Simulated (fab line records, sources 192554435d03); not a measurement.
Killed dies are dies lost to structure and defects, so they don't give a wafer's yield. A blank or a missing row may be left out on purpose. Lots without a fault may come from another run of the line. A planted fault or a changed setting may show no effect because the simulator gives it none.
Chamber matching | flow n5_finfet | N5_BEOL_M13_ILD_DEP_00 on pecvd-04: 3 sister chambers
The step deposits SiOC from DEMS/O2, target thk 837.92 nm, time 166.4 s. 3 wafers are shown with their chamber, then 8 later ones without.

WAFERS WITH THEIR CHAMBER
wafer  | chamber | throttle_valve_pct (%)
L079.6 | 1       | 12.1
L083.6 | 2       | 11.0
L084.3 | 0       | 11.3

WAFERS WITHOUT THEIR CHAMBER
wafer  | throttle_valve_pct (%)
L084.5 | 11.1
L084.6 | 11.4
L089.1 | 11.4
L089.4 | 11.3
L089.6 | 11.4
L090.2 | 12.4
L090.3 | 11.2
L090.4 | 12.3

WHICH CHAMBER EACH WENT THROUGH
wafer  | from the rows above     | in truth
L084.5 | can't be placed: 2 or 0 | 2
L084.6 | can't be placed: 0 or 2 | 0
L089.1 | can't be placed: 0 or 2 | 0
L089.4 | 0                       | 0
L089.6 | can't be placed: 0 or 2 | 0
L090.2 | 1                       | 1
L090.3 | can't be placed: 0 or 2 | 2
L090.4 | 1                       | 1
Placed correctly: 3 of 8. Can't be placed from these rows: 5 (the true chamber is among the candidates in 5). Placed wrongly: 0.
How it was worked out, from the rows above alone: a wafer's distance from a chamber is the root of the sum, over the readings, of the square of ((its reading less the chamber's mean) divided by the reading's scatter). The wafer belongs to the nearest chamber; if the next one is less than 2 further off, it can't be placed. A chamber's mean is the mean of its shown wafers. The scatter: with one shown wafer a chamber, the root of the mean of the squares of how far each hidden wafer lies from its nearest shown one.
